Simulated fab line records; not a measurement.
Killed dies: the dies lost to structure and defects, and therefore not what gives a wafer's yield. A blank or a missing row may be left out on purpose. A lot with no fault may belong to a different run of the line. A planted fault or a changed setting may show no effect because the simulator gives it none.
Split-lot study -- flow n5 finfet -- route with 1938 steps; 7 lots, 21 wafers read

== ABOUT THE SPLIT ==
At N5_BEOL_M2_DESCUM_16 (chemistry O2, time 7 s), the setting time s was moved away from the recipe's 7 s on 4 of the 21 wafers read, by -20.1% to +13.6%. The other wafers ran this setting at the recipe's value.

The reading comes from the split's own step.

== THE READING ==
CAR-EUV_of_BEOL_M2_COAT_05.thk nm (the simulator's own value, which no gauge read), in nm, at N5_BEOL_M2_DESCUM_16 (chemistry O2, time 7 s). The file gives no usual value for it. Average 26.1 nm, standard deviation 0.098 nm, over the 17 wafers here run with the recipe.

wafer,"tool, chamber at the split","time s as run, s",against the recipe,"CAR-EUV_of_BEOL_M2_COAT_05.thk nm, nm",against lot-mates on the recipe
L075.1,"rie diel-05, 1,0",7,recipe,26.2,-
L075.3,"rie diel-05, 1,0",7,recipe,26.2,-
L075.4,"rie diel-05, 0",7,recipe,26,-
L078.1,"rie diel-01, 2",5.593,-20.1%,26.8,+0.6
L078.2,"rie diel-01, 3",5.593,-20.1%,27,+0.8
L078.6,"rie diel-01, 2",7,recipe,26.2,-
L085.1,"rie diel-05, 2,3,2",7,recipe,26.2,-
L085.5,"rie diel-05, 2,3,2",7,recipe,26.2,-
L085.6,"rie diel-05, 2,3,2",7,recipe,26.2,-
L087.3,"rie diel-01, 2",7,recipe,26,-
L087.6,"rie diel-01, 2",7,recipe,26,-
L087.4,"rie diel-01, 0",7.95,+13.6%,25.4,-0.6
L093.3,"rie diel-05, 0,1,2",7,recipe,26,-
L093.4,"rie diel-05, 0,1,2",7,recipe,26,-
L093.6,"rie diel-05, 0,1,2",7,recipe,26,-
L092.1,"rie diel-05, 3,0,0",7,recipe,26,-
L092.3,"rie diel-05, 3,0,0",7,recipe,26,-
L092.6,"rie diel-05, 3,0,0",7,recipe,26,-
L097.3,"rie diel-06, 2",5.746,-17.9%,26.6,+0.5
L097.5,"rie diel-06, 3",7,recipe,26,-
L097.6,"rie diel-06, 0",7,recipe,26.2,-
If several chambers appear in one row, that row covers several wafers at once and the file leaves open which wafer was in which chamber.

THE FIT
A straight line over all 21 wafers: CAR-EUV_of_BEOL_M2_COAT_05.thk nm changes by -0.0396 nm for each +1% of time s; r = -0.94; the points scatter about the line by 0.11 nm.
The same after taking each lot's own level away (the mean of its wafers on the recipe; 21 wafers): -0.0349 nm for each +1%; r = -0.97; scatter 0.071 nm.
That fit puts the effect of the largest move of time s on the reading at 0.7 nm.
From 26.00 to 26.20 nm: that is the span of the lots' own levels, equal to 2.0 times the standard deviation above.
So the slope is not independent of the lot-to-lot level: the two fits are not the same.
Check: +0.729 nm against its lot-mates is what the line predicts for one of the wafers moved furthest among these (-20.1%) when that wafer is left out of the fit. Against them it came out at +0.6 nm.

== OTHER SPLITS ON THESE WAFERS ==
Other splits were also applied to these wafers ahead of the reading. Each is held against what the fit with the lots' levels taken away leaves over:
other split on the same wafers,wafers away from the commonest value,r with CAR-EUV_of_BEOL_M2_COAT_05.thk nm (lot level and that fit taken away)
N5_BEOL_M0_TRENCH_ETCH_107 target depth a,7,+0.00
N5_BEOL_M1_EXPOSE_25 dose mj,6,-0.18
N5_BEOL_M2_COAT_73 spin rpm,5,-0.19

== FILE'S OWN FIT ==
CAR-EUV_of_BEOL_M2_COAT_05.thk nm changes by -0.0343 nm for each +1% of time s, r = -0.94.
